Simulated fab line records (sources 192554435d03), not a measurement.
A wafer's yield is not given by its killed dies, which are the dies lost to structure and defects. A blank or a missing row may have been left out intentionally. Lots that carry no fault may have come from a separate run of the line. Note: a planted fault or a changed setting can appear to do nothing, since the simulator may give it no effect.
The tool behind it: which one?	flow n5Finfet	route of 1938 steps, sampled at 1 step: 12 lots, 36 wafers

== WHAT THE GAUGES SHOWED, per wafer ==
N5_WELL_APT_OVL_MEAS_09.
lot	measured	on	NWELL_OVL (nm)
L075	day 1 19:43	overlay-01	-11 -15 -2
L077	day 2 07:45	overlay-01	2 0 -1
L079	day 2 19:50	overlay-01	-8 -7 -5
L081	day 3 08:22	overlay-02	6 -3 -2
L083	day 3 19:44	overlay-02	-1 -2 1
L085	day 4 08:02	overlay-01	-9 -8 0
L087	day 4 19:43	overlay-01	1 2 -5
L089	day 5 07:49	overlay-01	-2 0 -14
L091	day 5 19:51	overlay-01	9 0 11
L093	day 6 08:12	overlay-02	7 5 1
L095	day 6 20:13	overlay-02	8 0 9
L097	day 7 07:38	overlay-02	1 1 -8

== WHAT TOOL EACH LOT RAN ON (gives the tool, then ch and the chambers of the sampled wafers, and finally the start) ==
The record shows no process step preceding these readings.

== THE ANSWER, worked out from the rows above alone ==
Rule: what is usual is taken from the lots themselves. Put in order of their means at a reading, lots are off if they are a third of the lots or fewer, leave a main group of 4 or more, and stand apart from it by a gap of 3 or more times the standard deviation of the main group's means; of several such gaps the widest counts. Not used: any main group whose means are identical at the precision the tables above print for the reading. A lot without any number at a reading at which 4 lots or more have one is off too. All remaining lots with rows at the step are treated as sound.
No lot is off at any reading shown: from this, nothing can be told.

== WHAT THE SIMULATOR HAD PUT IN ==
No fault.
